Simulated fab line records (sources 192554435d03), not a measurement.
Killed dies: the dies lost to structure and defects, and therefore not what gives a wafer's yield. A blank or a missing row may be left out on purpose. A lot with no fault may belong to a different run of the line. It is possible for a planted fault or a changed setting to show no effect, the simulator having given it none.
fab line records | flow n5Finfet
[record] lots = 24 wafers = 72 lastDay = 19
route steps=1938 shown BEOL_M3@979 BEOL_M4@1022
lots that met no fault: taken from a fault-free run of the same line
startH: the number of hours between the record's first day and the start of the first shown wafer of the lot | waitH: time in hours since the lot's previous step | " as in the row above | L1.1+2: one row covering several wafers at once | - either no value or no given start | * or withheld: withheld | < > ~ a bound
route shown NAME@n: names a module that has steps shown in the file, with the first one's number in the route | usual: the fault-free wafers' mean and standard deviation | same: alike in all rows | chamber/n: place in a boat | sites: each site's reading | _std_site: their standard deviation | _edge_site: inner sites' mean taken away from outer sites' mean | radiusMm: how far each site lies from the wafer's centre | mask NAME#n: copy n | behind: tool/chamber where the wafer was last shaped | hold: the reason the lot was held/the length of the hold in hours/how it ended | device: the n, p or np transistor that did not switch | end of line: the same wafers' tests at the end of the route | where a step has no rows: the recipe by itself | killed: the dies lost at the first sort to structure and to defects; this is not the yield of the wafer | map: dies across one wafer; x = killed, . = not, _ = none there
set.NAME: the run value of the setting; set.NAME@STEP: its run value at that earlier step | model.NAME: the simulator's own value behind a step, which no gauge read
one table for each step of the route and one row for each wafer, over a sample of lots
services: from which hour (startH, from the record's first day; less than 0 if before it) a tool's chamber was out of use, for how many hours, and why
[[steps]]
[step N5_BEOL_M3_STRIP_36]
[recipe] chemistry = N2/H2 powerW = 450 tempC = 40 pressureMtorr = 20 rfFrequencyHz = 6e+07 overashFraction = 0.3 biasPowerW = 7 h2Frac = 0.5 n2FlowSccm = 200 h2FlowSccm = 200
[usual] drypumpMotorCurrentA = 5.4/0.42 oesProductAu = 0.83/0.091 rfVppV = 59.2/1.4 showerheadPlenumPTorr = 2.53/0.098 throttleValvePct = 23.6/0.4
[same] overashFraction = 0.3
// columns lot.wafer tool chamber startH waitH drypumpMotorCurrentA oesProductAu rfHoursCounterH rfVppV showerheadPlenumPTorr throttleValvePct
L074.1 rieDiel-04 0 162.59 0.0 5.3 0.94 10 59.8 2.59 23.7
L074.5 " 2 " " 4.7 0.71 - 58.4 2.43 23.9
L074.6 " 3 " " 6.4 0.76 - 59.9 2.56 24.2
L075.2 rieDiel-04 2 182.25 0.0 4.8 0.70 209 59.9 2.43 23.9
L075.5 " 2 " " 4.7 0.71 - 59.8 2.43 23.9
L075.6 " 1 " " 5.6 0.79 - 60.4 2.53 23.5
L076.4 rieDiel-04 3 187.36 0.0 6.4 0.76 147 59.9 2.56 24.2
L076.5 " 0 " " 5.3 0.92 - 58.2 2.59 23.8
L076.6 " 3 " " 6.4 0.75 - 60.8 2.56 24.2
L079.1 rieDiel-03 2 187.59 0.0 5.1 0.82 107 59.5 2.57 23.5
L079.3 " 0 " " 5.0 0.93 26 59.0 2.66 23.0
L079.4 " 1 " " 5.6 0.72 201 57.4 2.52 24.0
L077.1 rieDiel-01 2 188.39 0.0 5.4 0.92 26 59.2 2.47 23.5
L077.3 " 0 " " 5.4 0.99 1 57.1 2.70 23.5
L077.6 " 1 " " 5.1 0.75 - 59.5 2.41 24.2
L078.4 rieDiel-01 2 192.56 0.0 5.5 0.91 27 57.0 2.47 23.4
L078.5 " 3 " " 5.6 0.92 - 59.5 2.57 22.9
L078.6 " 2 " " 5.4 0.92 - 59.2 2.46 23.5
L080.3 rieDiel-01 1 196.60 0.0 5.1 0.74 163 57.6 2.41 24.2
L080.4 " 2 " " 5.5 0.91 28 58.5 2.47 23.5
L080.5 " 3 " " 5.6 0.93 - 56.9 2.57 22.9
L081.2 rieDiel-03 3 197.75 0.0 6.2 0.83 54 61.2 2.47 23.6
L081.3 " 0 " " 5.0 0.93 29 59.7 2.66 23.0
L081.5 " 0 " " 5.0 0.91 - 57.9 2.66 23.0
L083.3 rieDiel-01 0 208.23 0.0 5.3 0.97 7 59.9 2.70 23.4
L083.4 " 2 " " 5.5 0.90 31 58.6 2.46 23.5
L083.5 " 0 " " 5.4 0.97 - 61.0 2.70 23.5
L082.2 rieDiel-04 3 229.93 0.0 6.4 0.74 158 60.4 2.55 24.2
L082.3 " 2 " " 4.8 0.69 222 57.3 2.42 24.0
L082.6 " 0 " " 5.3 0.90 - 60.6 2.59 23.8
L084.1 rieDiel-03 1 234.60 0.0 5.6 0.72 213 59.6 2.51 24.0
L084.4 " 2 " " 5.1 0.81 118 58.1 2.56 23.5
L084.6 " 0 " " 5.0 0.90 - 60.8 2.66 23.0
L086.1 rieDiel-03 3 237.57 0.0 6.2 0.81 63 60.1 2.47 23.6
L086.2 " 1 " " 5.6 0.72 213 59.7 2.51 24.0
L086.3 " 0 " " 5.0 0.90 39 58.7 2.66 23.1
L085.1 rieDiel-01 2 240.86 0.0 5.5 0.87 44 58.3 2.46 23.5
L085.4 " 0 " " 5.4 0.96 - 61.7 2.70 23.5
L085.6 " 1 " " 5.1 0.72 - 59.2 2.41 24.2
L087.1 rieDiel-01 2 250.64 0.0 5.4 0.88 49 58.6 2.46 23.5
L087.2 " 1 " " 5.1 0.72 185 58.3 2.41 24.2
L087.4 " 2 " " 5.5 0.88 - 57.9 2.46 23.5
L088.1 rieDiel-01 1 254.65 0.0 5.1 0.73 188 60.0 2.40 24.2
L088.3 " 0 " " 5.4 0.96 20 59.4 2.69 23.5
L088.5 " 2 " " 5.4 0.88 - 56.4 2.46 23.5
L090.1 rieDiel-01 0 271.39 0.0 5.3 0.93 29 60.3 2.69 23.5
L090.2 " 3 " " 5.6 0.89 34 60.6 2.56 22.9
L090.6 " 1 " " 5.1 0.71 - 57.6 2.40 24.2
L089.2 rieDiel-01 0 277.50 0.0 5.4 0.92 31 59.2 2.69 23.5
L089.3 " 3 " " 5.6 0.89 36 57.4 2.56 23.0
L089.6 " 3 " " 5.6 0.90 - 58.0 2.56 22.9
L091.2 rieDiel-04 3 277.81 0.0 6.4 0.74 178 59.3 2.54 24.3
L091.3 " 0 " " 5.3 0.86 48 59.4 2.58 23.8
L091.4 " 1 " " 5.7 0.76 172 61.2 2.51 23.6
L092.2 rieDiel-01 1 278.28 0.0 5.1 0.70 199 59.1 2.40 24.1
L092.4 " 2 " " 5.5 0.84 62 59.1 2.45 23.5
L092.6 " 2 " " 5.5 0.88 - 59.6 2.45 23.5
L093.1 rieDiel-01 3 282.88 0.0 5.6 0.89 38 58.6 2.56 22.9
L093.5 " 2 " " 5.5 0.87 - 59.7 2.45 23.5
L093.6 " 1 " " 5.1 0.71 - 61.2 2.40 24.2
L094.2 rieDiel-04 0 289.11 0.0 5.3 0.86 53 60.1 2.57 23.8
L094.3 " 1 " " 5.7 0.75 177 59.2 2.51 23.6
L094.5 " 2 " " 4.7 0.67 - 58.4 2.41 23.9
L096.1 rieDiel-01 1 295.88 0.0 5.1 0.70 206 60.8 2.40 24.2
L096.3 " 2 " " 5.5 0.86 70 58.1 2.45 23.5
L096.5 " 0 " " 5.3 0.91 - 58.7 2.69 23.5
L095.1 rieDiel-03 2 301.56 0.0 5.1 0.80 127 56.3 2.56 23.5
L095.2 " 0 " " 5.0 0.88 46 58.1 2.66 23.0
L095.4 " 3 " " 6.2 0.81 72 59.3 2.47 23.6
L097.1 rieDiel-01 3 319.14 0.0 5.6 0.88 51 60.0 2.55 23.0
L097.4 " 1 " " 5.1 0.70 213 58.4 2.39 24.2
L097.5 " 1 " " 5.1 0.70 - 61.3 2.39 24.2
[step N5_BEOL_M3_ALD_84]
[recipe] material = TaN targetThkA = * tempC = 275 aldPrecursorFamily = PDMAT aldCoReactant = NH3 pressureTorr = 3 carrierFlowSccm = 1500 pulseTimeS = 2 purgeTimeS = 3 coReactantPurgeTimeS = 2 coReactantPulseTimeS = 3 aldCycles = 30 precursorVesselTempC = 75 precursorVesselPressureTorr = 26.25 precursorVesselCarrierSccm = 1000
[usual] heaterPowerOuterW = 239/34 heaterPowerW = 432/51 precursorVesselPressureTorr = 26.25/0.049 precursorVesselTempC = 75.01/0.11
[same] coReactantPulseTimeS = 3
// columns lot.wafer tool chamber startH waitH heaterPowerOuterW heaterPowerW precursorVesselPressureTorr precursorVesselTempC sinceWetCleanH
L074.1 aldMetal-03 3 163.51 0.1 218 376 26.30 75.09 1365
L074.5 " 0 " " 214 378 26.20 74.84 -
L074.6 " 3 " " 214 369 26.25 75.15 -
L075.2 aldMetal-01 3 182.74 0.0 225 444 26.33 75.11 4461
L075.5 " 0 " " 260 451 26.28 74.89 -
L075.6 " 3 " " 228 441 26.20 75.02 -
L076.4 aldMetal-04 3 188.20 0.0 222 402 26.22 75.18 2928
L076.5 " 3 " " 220 406 26.20 75.11 -
L076.6 " 0 " " 311 513 26.29 75.04 -
L079.1 aldMetal-03 3 188.34 0.0 217 385 26.27 75.02 1390
L079.3 " 2 " " 236 431 26.30 75.02 1390
L079.4 " 0 " " 213 380 26.23 75.12 1390
L077.1 aldMetal-04 1 190.66 0.0 221 423 26.21 75.20 2930
L077.3 " 2 " " 215 416 26.23 74.91 2930
L077.6 " 3 " " 226 407 26.16 74.86 -
L078.4 aldMetal-01 1 193.36 0.0 193 350 26.23 75.10 4472
L078.5 " 3 " " 225 457 26.23 75.20 -
L078.6 " 2 " " 294 514 26.29 75.04 -
L080.3 aldMetal-03 2 197.70 0.1 237 436 26.29 74.87 1399
L080.4 " 0 " " 214 366 26.18 74.95 1399
L080.5 " 2 " " 247 432 26.20 74.94 -
L081.2 aldMetal-04 0 200.76 0.0 298 513 26.37 74.95 2941
L081.3 " 1 " " 221 427 26.36 74.95 2941
L081.5 " 1 " " 222 430 26.26 74.97 -
L083.3 aldMetal-03 2 209.02 0.0 242 438 26.24 75.16 1410
L083.4 " 3 " " 214 381 26.21 74.97 1410
L083.5 " 3 " " 214 371 26.29 74.91 -
L082.2 aldMetal-04 1 230.69 0.1 222 421 26.23 74.95 2970
L082.3 " 2 " " 214 416 26.30 75.09 2970
L082.6 " 0 " " 306 522 26.22 75.08 -
L084.1 aldMetal-01 1 235.79 0.1 192 358 26.26 74.94 4514
L084.4 " 2 " " 290 519 26.18 74.87 4514
L084.6 " 2 " " 284 522 26.23 74.87 -
L086.1 aldMetal-03 3 238.48 0.0 219 382 26.27 75.06 1440
L086.2 " 2 " " 247 426 26.22 75.10 1440
L086.3 " 0 " " 219 381 26.31 74.99 1440
L085.1 aldMetal-01 0 241.79 0.0 264 454 26.30 74.94 4520
L085.4 " 2 " " 300 518 26.27 74.84 4520
L085.6 " 2 " " 294 516 26.28 75.01 -
L087.1 aldMetal-04 1 251.97 0.0 218 427 26.37 74.93 2992
L087.2 " 0 " " 307 525 26.31 74.90 2992
L087.4 " 3 " " 220 407 26.32 75.23 2992
L088.1 aldMetal-01 0 255.25 0.1 257 458 26.29 75.14 4534
L088.3 " 3 " " 224 441 26.24 74.91 4534
L088.5 " 2 " " 296 526 26.26 74.89 -
L090.1 aldMetal-03 2 271.94 0.1 238 436 26.21 75.17 1473
L090.2 " 1 " " 257 441 26.16 75.17 1473
L090.6 " 0 " " 209 377 26.32 74.97 -
L089.2 aldMetal-03 2 278.51 0.1 243 437 26.27 74.95 1480
L089.3 " 0 " " 213 374 26.26 75.20 1480
L089.6 " 0 " " 211 372 26.27 75.09 -
L091.2 aldMetal-01 2 278.54 0.0 291 517 26.19 75.11 4557
L091.3 " 0 " " 255 453 26.24 74.96 4557
L091.4 " 1 " " 196 363 26.30 75.14 4557
L092.2 aldMetal-04 2 278.79 0.0 218 412 26.24 75.03 3019
L092.4 " 3 " " 223 416 26.17 74.84 3019
L092.6 " 2 " " 213 413 26.22 74.88 -
L093.1 aldMetal-04 0 283.75 0.0 308 521 26.24 74.80 3024
L093.5 " 3 " " 220 421 26.20 75.07 -
L093.6 " 2 " " 214 409 26.28 75.07 -
L094.2 aldMetal-01 1 290.00 0.0 197 361 26.23 75.24 4568
L094.3 " 3 " " 225 456 26.24 75.07 4568
L094.5 " 1 " " 193 369 26.24 75.12 -
L096.1 aldMetal-03 2 296.75 0.1 240 440 26.30 75.05 1498
L096.3 " 1 " " 264 441 26.22 74.95 1498
L096.5 " 2 " " 243 431 26.31 74.94 -
L095.1 aldMetal-04 2 302.43 0.0 211 403 26.26 74.95 3042
L095.2 " 1 " " 227 421 26.26 74.74 3042
L095.4 " 0 " " 307 525 26.24 75.13 3042
L097.1 aldMetal-01 3 319.78 0.0 229 453 26.29 75.06 4598
L097.4 " 1 " " 190 366 26.29 75.15 4598
L097.5 " 3 " " 225 445 26.25 75.02 -
[step N5_BEOL_M3_SURFACE_TREAT_85]
[recipe] gas = Ar timeS = * ionEnergyEv = * ionCurrentMaCm2 = 0.5 pressureMtorr = * arFlowSccm = 30
[usual] throttleValvePct = *
// columns lot.wafer tool chamber startH waitH throttleValvePct
L074.1 pvdSputter-02 - 163.86 0.3 *
L074.5 " - " " *
L074.6 " - " " *
L075.2 pvdSputter-03 - 183.17 0.3 *
L075.5 " - " " *
L075.6 " - " " *
L076.4 pvdSputter-01 - 188.45 0.1 *
L076.5 " - " " *
L076.6 " - " " *
L079.1 pvdSputter-01 - 188.61 0.2 *
L079.3 " - " " *
L079.4 " - " " *
L077.1 pvdSputter-03 - 190.90 0.1 *
L077.3 " - " " *
L077.6 " - " " *
L078.4 pvdSputter-02 - 193.68 0.2 *
L078.5 " - " " *
L078.6 " - " " *
L080.3 pvdSputter-03 - 198.00 0.2 *
L080.4 " - " " *
L080.5 " - " " *
L081.2 pvdSputter-01 - 201.02 0.2 *
L081.3 " - " " *
L081.5 " - " " *
L083.3 pvdSputter-02 - 209.41 0.3 *
L083.4 " - " " *
L083.5 " - " " *
L082.2 pvdSputter-02 - 230.99 0.2 *
L082.3 " - " " *
L082.6 " - " " *
L084.1 pvdSputter-03 - 236.03 0.1 *
L084.4 " - " " *
L084.6 " - " " *
L086.1 pvdSputter-01 - 238.75 0.2 *
L086.2 " - " " *
L086.3 " - " " *
L085.1 pvdSputter-03 - 242.09 0.2 *
L085.4 " - " " *
L085.6 " - " " *
L087.1 pvdSputter-03 - 252.41 0.3 *
L087.2 " - " " *
L087.4 " - " " *
L088.1 pvdSputter-01 - 255.48 0.1 *
L088.3 " - " " *
L088.5 " - " " *
L090.1 pvdSputter-01 - 272.19 0.1 *
L090.2 " - " " *
L090.6 " - " " *
L089.2 pvdSputter-01 - 278.81 0.2 *
L089.3 " - " " *
L089.6 " - " " *
L091.2 pvdSputter-03 - 278.85 0.2 *
L091.3 " - " " *
L091.4 " - " " *
L092.2 pvdSputter-03 - 279.01 0.1 *
L092.4 " - " " *
L092.6 " - " " *
L093.1 pvdSputter-03 - 284.01 0.2 *
L093.5 " - " " *
L093.6 " - " " *
L094.2 pvdSputter-02 - 290.37 0.3 *
L094.3 " - " " *
L094.5 " - " " *
L096.1 pvdSputter-03 - 297.11 0.3 *
L096.3 " - " " *
L096.5 " - " " *
L095.1 pvdSputter-02 - 302.81 0.3 *
L095.2 " - " " *
L095.4 " - " " *
L097.1 pvdSputter-01 - 320.01 0.1 *
L097.4 " - " " *
L097.5 " - " " *
[step N5_BEOL_M3_SPUTTER_79]
[recipe] material = Cu targetThkA = 45 tempC = -20 chamberPressurePa = 0.07 powerW = withheld timeS = 8.29
[usual] throttleValvePct = 30.2/0.7
// columns lot.wafer tool chamber startH waitH throttleValvePct
L074.1 pvdSputter-01 - 164.54 0.1 30.7
L074.5 " - " " 30.8
L074.6 " - " " 31.1
L075.2 pvdSputter-01 - 185.01 0.1 31.1
L075.5 " - " " 31.1
L075.6 " - " " 30.2
L076.4 pvdSputter-03 - 189.00 0.1 30.1
L076.5 " - " " 30.3
L076.6 " - " " 29.7
L079.1 pvdSputter-01 - 189.42 0.1 31.1
L079.3 " - " " 30.1
L079.4 " - " " 31.0
L077.1 pvdSputter-03 - 191.34 0.1 29.4
L077.3 " - " " 29.9
L077.6 " - " " 29.6
L078.4 pvdSputter-02 - 194.60 0.1 30.6
L078.5 " - " " 30.0
L078.6 " - " " 31.6
L080.3 pvdSputter-02 - 198.52 0.1 31.6
L080.4 " - " " 29.8
L080.5 " - " " 29.5
L081.2 pvdSputter-03 - 201.47 0.1 29.9
L081.3 " - " " 29.9
L081.5 " - " " 29.8
L083.3 pvdSputter-02 - 210.41 0.1 31.6
L083.4 " - " " 30.1
L083.5 " - " " 31.8
L082.2 pvdSputter-02 - 231.47 0.1 29.8
L082.3 " - " " 31.6
L082.6 " - " " 29.9
L084.1 pvdSputter-03 - 236.49 0.1 29.1
L084.4 " - " " 30.4
L084.6 " - " " 29.2
L086.1 pvdSputter-01 - 239.23 0.1 29.9
L086.2 " - " " 30.7
L086.3 " - " " 28.9
L085.1 pvdSputter-03 - 242.55 0.1 30.2
L085.4 " - " " 29.7
L085.6 " - " " 30.0
L087.1 pvdSputter-03 - 253.07 0.1 29.1
L087.2 " - " " 30.0
L087.4 " - " " 30.4
L088.1 pvdSputter-03 - 256.10 0.1 29.9
L088.3 " - " " 30.2
L088.5 " - " " 29.7
L090.1 pvdSputter-01 - 272.90 0.1 29.9
L090.2 " - " " 31.1
L090.6 " - " " 29.3
L089.2 pvdSputter-01 - 279.28 0.1 30.7
L089.3 " - " " 30.1
L089.6 " - " " 31.1
L091.2 pvdSputter-03 - 279.37 0.1 29.4
L091.3 " - " " 30.0
L091.4 " - " " 30.2
L092.2 pvdSputter-01 - 281.35 0.1 31.1
L092.4 " - " " 30.2
L092.6 " - " " 31.0
L093.1 pvdSputter-01 - 284.55 0.1 29.2
L093.5 " - " " 30.9
L093.6 " - " " 31.0
L094.2 pvdSputter-01 - 290.93 0.1 29.9
L094.3 " - " " 31.0
L094.5 " - " " 30.0
L096.1 pvdSputter-03 - 298.21 0.1 29.8
L096.3 " - " " 29.2
L096.5 " - " " 29.4
L095.1 pvdSputter-01 - 304.26 0.8 30.9
L095.2 " - " " 30.9
L095.4 " - " " 30.1
L097.1 pvdSputter-02 - 320.53 0.1 31.4
L097.4 " - " " 30.5
L097.5 " - " " 31.2
[step N5_BEOL_M3_DEP_57]
[recipe] material = SiCN targetThkA = 80 tempC = withheld precursor = 3MS/NH3 pressureTorr = 3 rfW = 202 timeS = 14
[usual] showerheadPlenumPTorr = 3.666/0.018 throttleValvePct = 9.2/0.51
// columns lot.wafer tool chamber startH waitH showerheadPlenumPTorr sinceWetCleanH throttleValvePct
L074.1 pecvd-02 2 168.58 0.0 3.693 481 8.9
L074.5 " 0 " " 3.670 - 8.9
L074.6 " 2 " " 3.685 - 9.0
L075.2 pecvd-01 1 187.74 0.0 3.669 1798 9.7
L075.5 " 0 " " 3.644 - 9.2
L075.6 " 1 " " 3.658 - 9.7
L076.4 pecvd-01 0 191.64 0.0 3.659 - 9.1
L076.5 " 1 " " 3.669 - 9.9
L076.6 " 2 " " 3.635 - 9.0
L079.1 pecvd-04 2 192.34 0.0 3.677 142 8.7
L079.3 " 1 " " 3.667 1621 9.7
L079.4 " 0 " " 3.670 - 9.6
L077.1 pecvd-01 2 194.04 0.0 3.627 200 9.1
L077.3 " 0 " " 3.643 1079 9.3
L077.6 " 1 " " 3.668 - 9.9
L078.4 pecvd-01 2 197.13 0.0 3.637 - 9.0
L078.5 " 0 " " 3.656 - 9.1
L078.6 " 1 " " 3.670 - 10.1
L080.3 pecvd-04 1 201.04 0.0 3.667 1630 10.1
L080.4 " 0 " " 3.671 - 10.0
L080.5 " 1 " " 3.670 - 10.2
L081.2 pecvd-01 0 204.25 0.0 3.652 1089 9.1
L081.3 " 1 " " 3.668 1814 10.1
L081.5 " 1 " " 3.663 - 10.1
L083.3 pecvd-01 1 217.84 0.0 3.663 1828 10.2
L083.4 " 1 " " 3.663 - 10.2
L083.5 " 0 " " 3.653 - 9.3
L082.2 pecvd-01 2 234.00 0.0 3.629 240 8.7
L082.3 " 2 " " 3.635 - 8.8
L082.6 " 2 " " 3.629 - 9.0
L084.1 pecvd-02 0 239.09 0.0 3.669 1305 8.7
L084.4 " 0 " " 3.689 - 9.0
L084.6 " 0 " " 3.669 - 8.8
L086.1 pecvd-02 2 241.96 0.0 3.691 554 8.9
L086.2 " 0 " " 3.675 1308 8.9
L086.3 " 2 " " 3.691 - 8.7
L085.1 pecvd-02 0 245.09 0.0 3.673 1311 8.8
L085.4 " 0 " " 3.680 - 8.6
L085.6 " 2 " " 3.698 - 8.7
L087.1 pecvd-02 1 255.59 0.0 3.677 2047 9.1
L087.2 " 0 " " 3.664 1322 8.5
L087.4 " 1 " " 3.684 - 9.2
L088.1 pecvd-04 1 258.71 0.0 3.664 1688 10.0
L088.3 " 2 " " 3.678 209 8.5
L088.5 " 2 " " 3.671 - 8.6
L090.1 pecvd-04 0 275.65 0.0 3.666 980 9.8
L090.2 " 2 " " 3.667 226 8.5
L090.6 " 0 " " 3.666 - 9.9
L091.2 pecvd-04 0 281.89 0.0 3.662 986 9.7
L091.3 " 1 " " 3.673 1711 9.9
L091.4 " 2 " " 3.667 - 8.7
L089.2 pecvd-01 0 282.01 0.0 3.645 1167 9.3
L089.3 " 2 " " 3.629 288 8.7
L089.6 " 2 " " 3.634 - 9.0
L092.2 pecvd-02 1 284.11 0.0 3.681 2075 9.2
L092.4 " 0 " " 3.673 - 8.5
L092.6 " 2 " " 3.695 - 9.3
L093.1 pecvd-04 2 287.29 0.0 3.678 237 8.3
L093.5 " 0 " " 3.654 - 9.8
L093.6 " 1 " " 3.671 - 9.7
L094.2 pecvd-01 0 294.03 0.0 3.651 1179 9.1
L094.3 " 1 " " 3.661 1904 10.1
L094.5 " 0 " " 3.654 - 9.3
L096.1 pecvd-04 0 300.80 0.0 3.659 1005 9.9
L096.3 " 2 " " 3.677 251 8.6
L096.5 " 0 " " 3.658 - 9.7
L095.1 pecvd-02 2 307.06 0.0 3.685 619 9.0
L095.2 " 1 " " 3.683 2098 9.1
L095.4 " 2 " " 3.684 - 9.1
L097.1 pecvd-02 0 323.05 0.0 3.687 1389 8.9
L097.4 " 0 " " 3.675 - 8.7
L097.5 " 2 " " 3.702 - 8.8
[step N5_BEOL_M4_THK_MEAS_01]
[recipe] reads = SiOC_of_BEOL_M4_ILD_DEP_00
[usual] M4_ILD_THK = 78.9/1.2
// columns lot.wafer tool chamber startH waitH M4_ILD_THK[nm]
L074.1 filmMetro-01 - 168.77 0.0 78.5
L074.5 " - " " 79.1
L074.6 " - " " 77.7
L075.2 filmMetro-01 - 187.95 0.1 78.8
L075.5 " - " " 79.3
L075.6 " - " " 79.6
L076.4 filmMetro-01 - 191.82 0.0 79.4
L076.5 " - " " 79.3
L076.6 " - " " 79.2
L079.1 filmMetro-02 - 192.54 0.0 79.4
L079.3 " - " " 77.4
L079.4 " - " " 79.5
L077.1 filmMetro-02 - 194.24 0.0 80.7
L077.3 " - " " 77.0
L077.6 " - " " 78.5
L078.4 filmMetro-01 - 197.32 0.0 79.9
L078.5 " - " " 81.0
L078.6 " - " " 79.7
L080.3 filmMetro-02 - 201.25 0.1 77.9
L080.4 " - " " 79.2
L080.5 " - " " 78.9
L081.2 filmMetro-01 - 204.45 0.1 78.1
L081.3 " - " " 79.3
L081.5 " - " " 80.4
L083.3 filmMetro-01 - 218.04 0.1 78.6
L083.4 " - " " 79.5
L083.5 " - " " 77.7
L082.2 filmMetro-01 - 234.22 0.1 78.7
L082.3 " - " " 80.0
L082.6 " - " " 80.0
L084.1 filmMetro-01 - 239.33 0.1 76.8
L084.4 " - " " 78.7
L084.6 " - " " 78.5
L086.1 filmMetro-02 - 242.19 0.1 78.3
L086.2 " - " " 78.5
L086.3 " - " " 80.3
L085.1 filmMetro-01 - 245.32 0.1 78.1
L085.4 " - " " 77.2
L085.6 " - " " 78.9
L087.1 filmMetro-02 - 255.80 0.0 80.2
L087.2 " - " " 78.2
L087.4 " - " " 78.8
L088.1 filmMetro-02 - 258.91 0.0 80.4
L088.3 " - " " 77.7
L088.5 " - " " 79.8
L090.1 filmMetro-02 - 275.84 0.0 77.5
L090.2 " - " " 76.9
L090.6 " - " " 76.3
L091.2 filmMetro-01 - 282.09 0.1 79.5
L091.3 " - " " 76.9
L091.4 " - " " 78.6
L089.2 filmMetro-02 - 282.20 0.1 79.0
L089.3 " - " " 78.2
L089.6 " - " " 79.5
L092.2 filmMetro-01 - 284.31 0.1 79.4
L092.4 " - " " 80.3
L092.6 " - " " 79.8
L093.1 filmMetro-01 - 287.48 0.0 78.0
L093.5 " - " " 80.8
L093.6 " - " " 78.2
L094.2 filmMetro-01 - 294.23 0.1 79.1
L094.3 " - " " 78.2
L094.5 " - " " 78.3
L096.1 filmMetro-02 - 301.00 0.0 79.2
L096.3 " - " " 79.5
L096.5 " - " " 78.8
L095.1 filmMetro-02 - 307.25 0.0 78.1
L095.2 " - " " 77.1
L095.4 " - " " 79.1
L097.1 filmMetro-02 - 323.25 0.0 77.1
L097.4 " - " " 78.7
L097.5 " - " " 80.5
[[services]]
// columns tool chamber startH hours kind
pvdSputter-02 - 146.23 1.1 repair
rieDiel-04 0 152.81 8.1 repair
rieDiel-01 0 153.30 - clean
rieDiel-01 0 153.30 - consumableReplace:focusRing
rieDiel-01 0 153.30 - consumableReplace:showerhead
rieDiel-01 0 153.30 29.5 scheduledDown
rieDiel-04 - 167.56 0.5 repair
aldMetal-04 3 168.42 11.1 repair
aldMetal-03 2 203.26 5.1 repair
pecvd-02 0 204.42 9.0 repair
pecvd-04 2 215.90 3.4 repair
rieDiel-01 0 223.37 15.1 repair
pecvd-04 2 228.99 4.0 repair
pecvd-02 1 230.84 14.9 repair
rieDiel-01 3 232.64 22.4 repair
pecvd-01 1 233.56 22.8 repair
aldMetal-03 2 240.58 5.5 repair
rieDiel-03 - 244.35 28.1 pm
aldMetal-04 - 269.51 0.6 repair
aldMetal-01 3 296.26 10.0 repair
pecvd-02 - 298.47 2.8 pm
rieDiel-03 - 302.43 0.1 repair
rieDiel-04 - 305.71 4.3 pm
rieDiel-01 - 311.69 0.4 repair
[[key]]
fault none
